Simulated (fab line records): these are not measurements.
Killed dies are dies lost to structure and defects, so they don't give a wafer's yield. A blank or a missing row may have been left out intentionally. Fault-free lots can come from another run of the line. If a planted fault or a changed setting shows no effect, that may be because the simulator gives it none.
Matching of chambers -- flow n5_finfet -- pecvd-04 running N5_BEOL_M2_ILD_DEP_00: 3 sister chambers
The step deposits SiOC from DEMS/O2, target thk 79 nm, time 15.3 s. 3 wafers are shown with their chamber, then 9 later ones without.

EACH WAFER AND ITS CHAMBER
wafer,chamber,heater_power_w (W)
L088.1,0,388
L093.1,2,512
L093.4,1,488

WAFERS WHOSE CHAMBER IS MISSING
wafer,heater_power_w (W)
L094.1,455
L094.2,493
L094.4,449
L096.3,474
L096.5,471
L096.6,401
L097.1,524
L097.4,509
L097.5,474

CHAMBER TAKEN BY EACH
wafer,from the rows above,in truth
L094.1,can't be placed: 1 or 2 or 0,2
L094.2,can't be placed: 1 or 2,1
L094.4,can't be placed: 1 or 0 or 2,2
L096.3,can't be placed: 1 or 2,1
L096.5,can't be placed: 1 or 2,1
L096.6,0,0
L097.1,can't be placed: 2 or 1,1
L097.4,can't be placed: 2 or 1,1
L097.5,can't be placed: 1 or 2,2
1 of 9 placed correctly. Not placeable from these rows: 8 (in 8, the candidates include the true chamber). Number placed wrongly: 0.
How it was worked out, from the rows above alone: a wafer's distance from a chamber is the root of the sum, over the readings, of the square of ((its reading less the chamber's mean) divided by the reading's scatter). The wafer belongs to the nearest chamber; if the next one is less than 2 further off, it can't be placed. For every chamber, the mean is computed from those of its wafers that are shown. The scatter: with one shown wafer a chamber, the root of the mean of the squares of how far each hidden wafer lies from its nearest shown one.
